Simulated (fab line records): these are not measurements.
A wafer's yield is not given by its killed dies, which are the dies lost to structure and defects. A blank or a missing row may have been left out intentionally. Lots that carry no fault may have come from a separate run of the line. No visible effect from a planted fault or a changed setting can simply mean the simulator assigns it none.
fab line records	flow nand-harc	part 1 of 2: steps 1 to 29 of 39
record: lots: 5	wafers: 15	last-day: 31
route steps=1302 shown A_DECK1_JOINT@520 A_ONON_D2@545
lots with no fault: from the same line, run without faults
start-h: start of the lot's first displayed wafer, in hours after the record's first day	wait-h: hours since the lot's step before	" repeats the value in the row above	L1.1+2: a row that stands for several wafers	- no value present, or no start provided	* or withheld: withheld	< > ~ a bound
route shown NAME@n: names a module that has steps shown in the file, with the first one's number in the route	usual: average and standard deviation across the fault-free wafers	same: alike in all rows	chamber/n: place in a boat	sites: the reading at each site	_std_site: the standard deviation of these	_edge_site: inner sites' mean taken away from outer sites' mean	radius-mm: how far each site lies from the wafer's centre	mask NAME#n: copy n	behind: tool/chamber where the wafer was last shaped	hold: cause of the lot's hold/its duration in hours/its outcome	device: names the non-switching transistor (n, p or np)	end of line: tests run on the same wafers once the route is complete	a step given without rows: its recipe and nothing more	killed: not the wafer's yield, but the dies lost to structure and defects at the first sort	map: dies across one wafer; x = killed, . = not, _ = none there
set.NAME: the run value of the setting; set.NAME@STEP: its run value at that earlier step	model.NAME: the simulator's own value behind a step, which no gauge read
certain route steps with their lots: each step a table, each wafer a row
services: from which hour (start-h, from the record's first day; less than 0 if before it) a tool's chamber was out of use, for how many hours, and why
== steps ==
step: NHARC_A_DECK1_JOINT_ETCH_19
recipe: temp-c: 25	target-depth-a: 30	chemistry: TMAH	material: poly-Si
lot.wafer	tool	chamber	start-h	wait-h
L077.4+6+2	wet-bench-02	3,4,7	267.70	0.0
L082.5+3+4	wet-bench-05	5,6,7	322.45	0.0
L084.2+4+5	wet-bench-05	4,6,7	333.12	0.0
L089.6+5+1	wet-bench-06	1,2,3	387.23	0.0
L092.2+4+5	wet-bench-05	3,4,5	421.79	0.0
step: NHARC_A_DECK1_JOINT_ETCH_18
recipe: target-depth-a: 30	chemistry: dHF	material: SiO2
lot.wafer	tool	chamber	start-h	wait-h
L077.4+6+2	wet-bench-02	3,4,7	-	-
L082.5+3+4	wet-bench-05	5,6,7	-	-
L084.2+4+5	wet-bench-05	4,6,7	-	-
L089.6+5+1	wet-bench-06	1,2,3	-	-
L092.2+4+5	wet-bench-05	3,4,5	-	-
step: NHARC_A_DECK1_JOINT_WET_08
recipe: temp-c: 160	time-s: 86	chemistry: H3PO4
lot.wafer	tool	chamber	start-h	wait-h
L077.2+4+6	wet-h3po4-01	0	269.51	-
L082.3+4+5	wet-h3po4-01	1	324.25	-
L084.2+4+5	wet-h3po4-01	0	334.90	-
L089.1+5+6	wet-h3po4-01	1	389.03	-
L092.2+4+5	wet-h3po4-01	0	423.60	-
step: NHARC_A_DECK1_JOINT_ETCH_09
recipe: target-depth-a: 50	chemistry: dHF	material: SiO2
lot.wafer	tool	chamber	start-h	wait-h
L077.6+2+4	wet-bench-05	6,1,2	270.06	0.0
L082.3+5+4	wet-bench-02	7,2,3	324.80	0.0
L084.4+5+2	wet-bench-06	2,5,7	335.45	0.0
L089.1+5+6	wet-bench-02	4,5,6	389.57	0.0
L092.4+2+5	wet-bench-05	4,0,1	424.16	0.0
step: NHARC_A_DECK1_JOINT_WET_10
recipe: temp-c: 160	time-s: 86	chemistry: H3PO4
lot.wafer	tool	chamber	start-h	wait-h
L077.2+4+6	wet-h3po4-02	1	273.95	3.9
L082.3+4+5	wet-h3po4-01	1	326.49	1.7
L084.2+4+5	wet-h3po4-02	1	337.14	1.7
L089.1+5+6	wet-h3po4-01	0	391.26	1.7
L092.2+4+5	wet-h3po4-01	0	425.86	1.7
step: NHARC_A_DECK1_JOINT_ETCH_11
recipe: target-depth-a: 350	chemistry: dHF	material: SiO2
lot.wafer	tool	chamber	start-h	wait-h
L077.2+4+6	wet-bench-05	4,5,7	274.51	0.0
L082.5+3+4	wet-bench-02	0,4,5	327.03	0.0
L084.5+2+4	wet-bench-02	4,6,7	337.70	0.0
L089.6+1+5	wet-bench-02	3,6,7	391.84	0.1
L092.4+2+5	wet-bench-06	2,4,6	426.40	0.0
step: NHARC_A_DECK1_JOINT_CVD_12
recipe: target-thk-a: 900	temp-c: 620	pressure-mtorr: 200	time-s: 1800	material: poly-Si
usual: spike-tc-top-C: 640.2/1.1
lot.wafer	tool	chamber	start-h	wait-h	spike-tc-top-C
L077.2	lpcvd-poly-02	0	277.15	2.6	640.7
L077.4	"	0	"	"	639.8
L077.6	"	0	"	"	638.3
L082.3	lpcvd-poly-02	0	329.68	2.5	639.3
L082.4	"	0	"	"	641.2
L082.5	"	0	"	"	638.8
L084.2	lpcvd-poly-02	0	340.35	2.6	640.9
L084.4	"	0	"	"	641.7
L084.5	"	0	"	"	640.7
L089.1	lpcvd-poly-02	0	394.47	2.5	639.3
L089.5	"	0	"	"	641.7
L089.6	"	0	"	"	640.4
L092.2	lpcvd-poly-04	0	429.07	2.6	642.6
L092.4	"	0	"	"	641.8
L092.5	"	0	"	"	638.9
step: NHARC_A_DECK1_JOINT_CMP_13
recipe: target-thk-nm: 51.023
usual: motor-current-A: 12.1/1.5	time-to-endpoint-s: 8.6/2.1
lot.wafer	tool	chamber	start-h	wait-h	motor-current-A	time-to-endpoint-s
L077.4	cmp-03	3	280.02	0.4	15.0	9.3
L077.2	"	2	"	"	12.0	9.1
L077.6	"	0	"	"	12.0	10.8
L082.4	cmp-03	1	332.59	0.5	14.3	7.5
L082.3	"	0	"	"	12.0	10.4
L082.5	"	1	"	"	13.6	6.3
L084.4	cmp-03	2	343.24	0.4	12.4	8.4
L084.2	"	3	"	"	14.0	5.0
L084.5	"	1	"	"	13.9	5.9
L089.1	cmp-01	2	397.35	0.4	10.8	3.4
L089.6	"	0	"	"	12.7	7.8
L089.5	"	1	"	"	12.6	5.6
L092.4	cmp-04	2	431.99	0.4	13.2	9.1
L092.2	"	0	"	"	10.8	8.4
L092.5	"	2	"	"	13.5	6.2
step: NHARC_A_DECK1_JOINT_THK_MEAS_14
recipe: thk-meas-gauge: ellipsometry
usual: thk-nm: 51.0/1.4
lot.wafer	tool	chamber	start-h	wait-h	thk-nm
L077.2	film-metro-02	-	280.27	0.2	53.1
L077.4	"	-	"	"	49.1
L077.6	"	-	"	"	50.5
L082.3	film-metro-01	-	332.85	0.2	52.4
L082.4	"	-	"	"	51.0
L082.5	"	-	"	"	50.3
L084.2	film-metro-02	-	343.47	0.2	51.5
L084.4	"	-	"	"	49.6
L084.5	"	-	"	"	51.7
L089.1	film-metro-02	-	397.55	0.2	49.1
L089.5	"	-	"	"	49.9
L089.6	"	-	"	"	49.6
L092.2	film-metro-01	-	432.22	0.2	50.3
L092.4	"	-	"	"	49.1
L092.5	"	-	"	"	48.7
step: NHARC_A_DECK1_JOINT_SRD_04
lot.wafer	tool	chamber	start-h	wait-h
L077.2+4+6	wet-bench-05	2,3,5	280.32	0.0
L082.3+5+4	wet-bench-05	7,3,4	332.89	0.0
L084.5+2+4	wet-bench-02	2,4,7	343.51	0.0
L089.5+6+1	wet-bench-06	0,1,3	397.60	0.0
L092.2+5+4	wet-bench-02	3,6,0	432.27	0.0
step: NHARC_A_DECK1_JOINT_ETCHBACK_00
recipe: target-depth-a: 300	time-s: 17.4	hbr-flow-sccm: 150	rf-w: 350	icp-w: 350	bias-w: 60	chemistry: HBr
usual: drypump-motor-current-A: 5.6/0.45	oes-product-au: 1.000/0.0071	throttle-valve-pct: 23.266/0.0096
lot.wafer	tool	chamber	start-h	wait-h	drypump-motor-current-A	oes-product-au	rf-hours-counter-h	throttle-valve-pct
L077.2	rie-si-03	2	280.40	0.1	4.9	0.994	0.3	23.267
L077.4	"	1	"	"	5.8	0.993	0.3	23.269
L077.6	"	2	"	"	4.9	1.004	-	23.276
L082.4	rie-si-04	3	332.98	0.1	5.7	1.001	1.1	23.253
L082.3	"	1	"	"	5.3	1.007	0.8	23.250
L082.5	"	3	"	"	5.7	1.001	-	23.274
L084.4	rie-si-02	0	343.59	0.1	5.5	1.003	0.4	23.264
L084.2	"	2	"	"	5.3	0.996	0.5	23.258
L084.5	"	1	"	"	6.4	0.997	-	23.256
L089.1	rie-si-04	1	397.72	0.1	5.3	0.994	0.3	23.257
L089.5	"	2	"	"	5.2	0.983	-	23.256
L089.6	"	3	"	"	5.7	0.992	-	23.276
L092.4	rie-si-02	2	432.35	0.1	5.3	0.994	0.9	23.282
L092.2	"	0	"	"	5.5	0.998	0.8	23.282
L092.5	"	2	"	"	5.3	1.011	-	23.262
step: NHARC_A_DECK1_JOINT_PRECLEAN_30
recipe: time-s: *	temp-c: 50	bath-age-min: 0	chemistry: SC1
lot.wafer	tool	chamber	start-h	wait-h
L077.2+6+4	wet-bench-06	2,3,6	280.55	0.1
L082.3+4+5	wet-bench-05	2,3,6	333.18	0.2
L084.5+4+2	wet-bench-05	5,6,0	343.75	0.1
L089.5+1+6	wet-bench-02	1,5,6	397.83	0.1
L092.2+5+4	wet-bench-06	5,7,1	432.49	0.1
step: NHARC_A_DECK1_JOINT_SRD_31
lot.wafer	tool	chamber	start-h	wait-h
L077.2+6+4	wet-bench-06	2,3,6	-	-
L082.3+4+5	wet-bench-05	2,3,6	-	-
L084.5+4+2	wet-bench-05	5,6,0	-	-
L089.5+1+6	wet-bench-02	1,5,6	-	-
L092.2+5+4	wet-bench-06	5,7,1	-	-
step: NHARC_A_DECK1_JOINT_CVD_34
recipe: target-thk-a: 200	temp-c: 700	pressure-mtorr: 300	material: SiNx
usual: spike-tc-top-C: 718/3.7	susceptor-temp-C: 700.0/0.32
lot.wafer	tool	chamber	start-h	wait-h	spike-tc-top-C	susceptor-temp-C
L077.2	lpcvd-01	0	284.67	-	719	700.4
L077.4	"	0	"	"	721	700.0
L077.6	"	0	"	"	722	700.2
L082.3	lpcvd-02	1	336.41	-	713	700.3
L082.4	"	1	"	"	714	700.2
L082.5	"	1	"	"	715	700.0
L084.2	lpcvd-01	0	346.98	-	719	700.0
L084.4	"	0	"	"	720	700.1
L084.5	"	0	"	"	720	699.9
L089.1	lpcvd-01	0	403.71	-	720	700.1
L089.5	"	0	"	"	719	700.0
L089.6	"	0	"	"	722	700.0
L092.2	lpcvd-02	0	435.74	-	724	700.1
L092.4	"	0	"	"	724	699.5
L092.5	"	0	"	"	723	699.4
step: NHARC_A_DECK1_JOINT_DEP_06
recipe: target-thk-a: 800	temp-c: 65	material: SiOx
usual: susceptor-temp-C: 65.01/0.14
lot.wafer	tool	chamber	start-h	wait-h	susceptor-temp-C
L077.2	fcvd-02	0	287.91	0.4	64.90
L077.4	"	1	"	"	64.92
L077.6	"	1	"	"	64.96
L082.4	fcvd-01	0	339.73	0.4	64.89
L082.3	"	1	"	"	65.02
L082.5	"	0	"	"	64.96
L084.2	fcvd-02	0	350.25	0.4	65.26
L084.4	"	1	"	"	64.84
L084.5	"	0	"	"	65.13
L089.1	fcvd-01	1	406.94	0.4	64.86
L089.5	"	1	"	"	64.76
L089.6	"	0	"	"	65.04
L092.2	fcvd-02	1	438.97	0.4	65.07
L092.4	"	0	"	"	64.77
L092.5	"	0	"	"	64.74
step: NHARC_A_DECK1_JOINT_CURE_26
recipe: temp-c: 150	time-s: 32	pressure-atm: 0.395
usual: susceptor-temp-C: 149.99/0.14
lot.wafer	tool	chamber	start-h	wait-h	susceptor-temp-C
L077.2	fcvd-02	0	288.09	0.1	149.68
L077.4	"	1	"	"	149.99
L077.6	"	1	"	"	149.79
L082.4	fcvd-01	0	339.88	0.1	149.90
L082.3	"	1	"	"	149.96
L082.5	"	0	"	"	150.00
L084.2	fcvd-02	0	350.41	0.1	150.05
L084.4	"	1	"	"	149.77
L084.5	"	0	"	"	150.06
L089.1	fcvd-01	1	407.12	0.1	149.97
L089.5	"	1	"	"	149.81
L089.6	"	0	"	"	150.08
L092.2	fcvd-02	1	439.15	0.1	149.98
L092.4	"	0	"	"	149.94
L092.5	"	0	"	"	149.90
step: NHARC_A_DECK1_JOINT_ANNEAL_27
recipe: temp-c: 400	time-s: 3600	idle-temp-c: 300	ramp-up-c-per-min: 10	densification-p-h2o-torr: 640
usual: densification-p-h2o-torr: 639.8/1.1	spike-tc-top-C: 430.7/3
lot.wafer	tool	chamber	start-h	wait-h	densification-p-h2o-torr	spike-tc-top-C
L077.2	furnace-04	0	290.81	2.7	639.1	433.9
L077.4	"	0	"	"	639.1	434.6
L077.6	"	0	"	"	639.2	432.2
L082.3	furnace-04	0	343.64	3.7	640.4	430.8
L082.4	"	0	"	"	638.3	431.1
L082.5	"	0	"	"	639.5	431.8
L084.2	furnace-04	0	359.54	9.1	642.0	433.6
L084.4	"	0	"	"	641.4	431.2
L084.5	"	0	"	"	642.0	432.0
L089.1	furnace-04	0	409.81	2.7	640.9	432.5
L089.5	"	0	"	"	639.7	431.5
L089.6	"	0	"	"	639.9	432.9
L092.2	furnace-08	0	443.73	4.6	641.3	426.2
L092.4	"	0	"	"	640.8	425.3
L092.5	"	0	"	"	639.0	426.2
step: NHARC_A_DECK1_JOINT_ANNEAL_28
recipe: temp-c: 500	time-s: 1800	idle-temp-c: 400	ramp-up-c-per-min: 10	densification-p-h2o-torr: 640
usual: densification-p-h2o-torr: 640.2/1.2	spike-tc-top-C: 527.6/2.7
lot.wafer	tool	chamber	start-h	wait-h	densification-p-h2o-torr	spike-tc-top-C
L077.2	furnace-04	0	296.27	3.7	640.1	529.3
L077.4	"	0	"	"	639.3	526.6
L077.6	"	0	"	"	641.6	529.9
L082.3	furnace-04	0	349.21	3.8	641.9	528.9
L082.4	"	0	"	"	641.1	528.9
L082.5	"	0	"	"	641.1	529.0
L084.2	furnace-04	0	363.88	2.6	640.6	529.9
L084.4	"	0	"	"	641.4	528.1
L084.5	"	0	"	"	641.1	528.0
L089.1	furnace-04	0	414.30	2.7	639.1	528.9
L089.5	"	0	"	"	637.3	526.2
L089.6	"	0	"	"	640.0	529.1
L092.2	furnace-08	0	448.44	3.0	641.1	521.8
L092.4	"	0	"	"	640.4	523.1
L092.5	"	0	"	"	640.5	522.1
step: NHARC_A_DECK1_JOINT_ANNEAL_29
recipe: temp-c: 750	time-s: 1800	idle-temp-c: 500	ramp-up-c-per-min: 10	ramp-down-c-per-min: 3
usual: spike-tc-top-C: 767.9/2.7
lot.wafer	tool	chamber	start-h	wait-h	spike-tc-top-C
L077.2	furnace-04	0	299.53	2.6	766.0
L077.4	"	0	"	"	769.2
L077.6	"	0	"	"	768.9
L082.3	furnace-04	0	357.26	7.4	770.6
L082.4	"	0	"	"	769.9
L082.5	"	0	"	"	769.9
L084.2	furnace-04	0	369.72	5.2	768.3
L084.4	"	0	"	"	769.1
L084.5	"	0	"	"	769.1
L089.1	furnace-04	0	418.53	3.6	769.7
L089.5	"	0	"	"	771.4
L089.6	"	0	"	"	769.9
L092.2	furnace-08	0	453.48	4.4	760.1
L092.4	"	0	"	"	762.8
L092.5	"	0	"	"	760.6
step: NHARC_A_DECK1_JOINT_CMP_02
recipe: material: SiOx
usual: motor-current-A: 12.4/1.3
lot.wafer	tool	chamber	start-h	wait-h	motor-current-A
L077.4	cmp-03	0	302.25	0.4	12.5
L077.2	"	2	"	"	12.2
L077.6	"	0	"	"	11.4
L082.3	cmp-01	1	359.97	0.4	12.3
L082.4	"	2	"	"	10.6
L082.5	"	2	"	"	10.7
L084.4	cmp-01	1	372.43	0.4	12.4
L084.2	"	2	"	"	10.6
L084.5	"	0	"	"	12.6
L089.1	cmp-01	1	421.21	0.4	12.2
L089.5	"	1	"	"	12.1
L089.6	"	2	"	"	11.0
L092.2	cmp-01	1	456.16	0.4	12.0
L092.4	"	2	"	"	11.3
L092.5	"	2	"	"	10.6
step: NHARC_A_DECK1_JOINT_SRD_15
lot.wafer	tool	chamber	start-h	wait-h
L077.4+2+6	wet-bench-05	6,7,0	302.53	0.1
L082.5+3+4	wet-bench-06	2,3,7	360.27	0.0
L084.4+5+2	wet-bench-02	6,7,2	372.69	0.0
L089.6+1+5	wet-bench-02	3,4,7	421.51	0.0
L092.2+4+5	wet-bench-02	0,1,2	456.47	0.0
step: NHARC_A_DECK1_JOINT_DEP_16
recipe: target-thk-a: 450	temp-c: 400	pressure-torr: 6.5	rf-w: 900	teos-flow-sccm: 161.4	flow-sccm: 2650	target-thk-nm: 45	gas: O2	material: SiO2
usual: heater-power-w: 540/81	susceptor-temp-C: 399.98/0.23	throttle-valve-pct: 15.9/0.54
lot.wafer	tool	chamber	start-h	wait-h	heater-power-w	susceptor-temp-C	throttle-valve-pct
L077.2	pecvd-01	0	302.62	0.1	629	399.81	16.0
L077.6	"	0	"	"	642	399.76	15.9
L077.4	"	1	"	"	480	400.53	16.7
L082.3	pecvd-04	0	360.52	0.2	615	399.96	15.0
L082.5	"	1	"	"	518	399.91	15.4
L082.4	"	2	"	"	474	399.96	15.8
L084.2	pecvd-04	1	372.84	0.1	605	400.08	15.3
L084.5	"	2	"	"	429	399.80	15.9
L084.4	"	1	"	"	598	400.37	15.5
L089.1	pecvd-01	1	421.72	0.2	465	400.09	16.3
L089.5	"	0	"	"	659	399.71	16.0
L089.6	"	1	"	"	476	400.09	16.7
L092.2	pecvd-01	0	456.56	0.1	631	399.66	16.3
L092.5	"	1	"	"	438	399.68	16.8
L092.4	"	2	"	"	432	399.56	16.3
step: NHARC_A_DECK1_JOINT_THK_MEAS_17
recipe: thk-meas-gauge: ellipsometry
usual: thk-nm: 45.1/1.1
lot.wafer	tool	chamber	start-h	wait-h	thk-nm
L077.2	film-metro-01	-	302.90	0.3	44.7
L077.4	"	-	"	"	44.0
L077.6	"	-	"	"	46.3
L082.3	film-metro-02	-	360.80	0.3	44.2
L082.4	"	-	"	"	45.2
L082.5	"	-	"	"	42.5
L084.2	film-metro-01	-	373.07	0.2	43.1
L084.4	"	-	"	"	44.1
L084.5	"	-	"	"	45.3
L089.1	film-metro-01	-	421.97	0.2	44.1
L089.5	"	-	"	"	46.1
L089.6	"	-	"	"	44.4
L092.2	film-metro-02	-	456.84	0.3	45.6
L092.4	"	-	"	"	45.9
L092.5	"	-	"	"	44.2
step: NHARC_A_DECK1_JOINT_INSPECT_05
usual: raw-defect-count: 309/130
lot.wafer	tool	chamber	start-h	wait-h	raw-defect-count
L077.2	defect-inspect-01	-	302.93	0.0	209
L077.4	"	-	"	"	247
L077.6	"	-	"	"	257
L082.3	defect-inspect-02	-	360.84	0.0	232
L082.4	"	-	"	"	223
L082.5	"	-	"	"	205
L084.2	defect-inspect-01	-	373.10	0.0	445
L084.4	"	-	"	"	317
L084.5	"	-	"	"	262
L089.1	defect-inspect-02	-	422.01	0.0	298
L089.5	"	-	"	"	663
L089.6	"	-	"	"	366
L092.2	defect-inspect-01	-	456.87	0.0	598
L092.4	"	-	"	"	354
L092.5	"	-	"	"	749
step: NHARC_A_ONON_D2_DEP_00
recipe: target-thk-a: 10000	n2-flow-sccm: 2750	n2o-flow-sccm: 2000	nh3-flow-sccm: 500	sih4-flow-sccm: 210	temp-c: 400
usual: susceptor-temp-C: 400.02/0.21
lot.wafer	tool	chamber	start-h	wait-h	susceptor-temp-C
L077.2	pecvd-onon-03	0	303.06	0.1	400.17
L077.4	"	0	"	"	400.12
L077.6	"	0	"	"	399.99
L082.3	pecvd-onon-04	0	361.02	0.2	400.14
L082.4	"	0	"	"	400.11
L082.5	"	0	"	"	400.17
L084.2	pecvd-onon-03	0	373.59	0.5	400.11
L084.4	"	0	"	"	400.06
L084.5	"	0	"	"	400.15
L089.1	pecvd-onon-02	0	422.08	0.1	400.33
L089.5	"	0	"	"	400.00
L089.6	"	0	"	"	399.63
L092.2	pecvd-onon-04	0	457.00	0.1	399.93
L092.4	"	0	"	"	399.98
L092.5	"	0	"	"	400.01
step: NHARC_A_ONON_D2_THK_MEAS_02
recipe: thk-meas-gauge: ellipsometry
usual: thk-nm: 999/9.7
lot.wafer	tool	chamber	start-h	wait-h	thk-nm
L077.2	film-metro-02	-	303.51	-	1010
L077.4	"	-	"	"	1011
L077.6	"	-	"	"	1010
L082.3	film-metro-02	-	361.42	-	992
L082.4	"	-	"	"	989
L082.5	"	-	"	"	991
L084.2	film-metro-01	-	374.04	-	1011
L084.4	"	-	"	"	1013
L084.5	"	-	"	"	1012
L089.1	film-metro-02	-	422.59	-	1009
L089.5	"	-	"	"	1008
L089.6	"	-	"	"	1008
L092.2	film-metro-01	-	457.45	-	975
L092.4	"	-	"	"	978
L092.5	"	-	"	"	978
step: NHARC_A_ONON_D2_DEP_03
recipe: target-thk-a: 10000	n2-flow-sccm: 2750	n2o-flow-sccm: 2000	nh3-flow-sccm: 500	sih4-flow-sccm: 210	temp-c: 400
usual: susceptor-temp-C: 399.99/0.2
lot.wafer	tool	chamber	start-h	wait-h	susceptor-temp-C
L077.2	pecvd-onon-02	0	303.62	0.1	399.76
L077.4	"	0	"	"	400.08
L077.6	"	0	"	"	399.88
L082.3	pecvd-onon-03	0	361.59	0.2	400.20
L082.4	"	0	"	"	400.14
L082.5	"	0	"	"	399.81
L084.2	pecvd-onon-03	0	374.29	0.2	400.02
L084.4	"	0	"	"	400.09
L084.5	"	0	"	"	399.58
L089.1	pecvd-onon-03	0	422.65	0.1	400.23
L089.5	"	0	"	"	399.87
L089.6	"	0	"	"	400.15
L092.2	pecvd-onon-04	0	457.56	0.1	399.77
L092.4	"	0	"	"	399.84
L092.5	"	0	"	"	399.62
step: NHARC_A_ONON_D2_THK_MEAS_05
recipe: thk-meas-gauge: ellipsometry
usual: thk-nm: 1002/11
lot.wafer	tool	chamber	start-h	wait-h	thk-nm
L077.2	film-metro-01	-	304.07	-	1008
L077.4	"	-	"	"	1007
L077.6	"	-	"	"	1008
L082.3	film-metro-01	-	361.99	-	1003
L082.4	"	-	"	"	1001
L082.5	"	-	"	"	1002
L084.2	film-metro-01	-	374.74	-	1006
L084.4	"	-	"	"	1008
L084.5	"	-	"	"	1007
L089.1	film-metro-02	-	423.15	-	1023
L089.5	"	-	"	"	1023
L089.6	"	-	"	"	1022
L092.2	film-metro-01	-	458.02	-	994
L092.4	"	-	"	"	994
L092.5	"	-	"	"	992
step: NHARC_A_ONON_D2_DEP_06
recipe: target-thk-a: 10000	n2-flow-sccm: 2750	n2o-flow-sccm: 2000	nh3-flow-sccm: 500	sih4-flow-sccm: 210	temp-c: 400
usual: susceptor-temp-C: 399.99/0.22
lot.wafer	tool	chamber	start-h	wait-h	susceptor-temp-C
L077.2	pecvd-onon-04	0	304.19	0.1	399.85
L077.4	"	0	"	"	400.06
L077.6	"	0	"	"	400.49
L082.3	pecvd-onon-02	0	362.16	0.2	399.42
L082.4	"	0	"	"	399.70
L082.5	"	0	"	"	399.91
L084.2	pecvd-onon-04	0	374.86	0.1	400.11
L084.4	"	0	"	"	400.16
L084.5	"	0	"	"	400.15
L089.1	pecvd-onon-04	0	423.21	0.1	400.30
L089.5	"	0	"	"	400.12
L089.6	"	0	"	"	399.90
L092.2	pecvd-onon-03	0	458.13	0.1	400.16
L092.4	"	0	"	"	399.94
L092.5	"	0	"	"	399.90
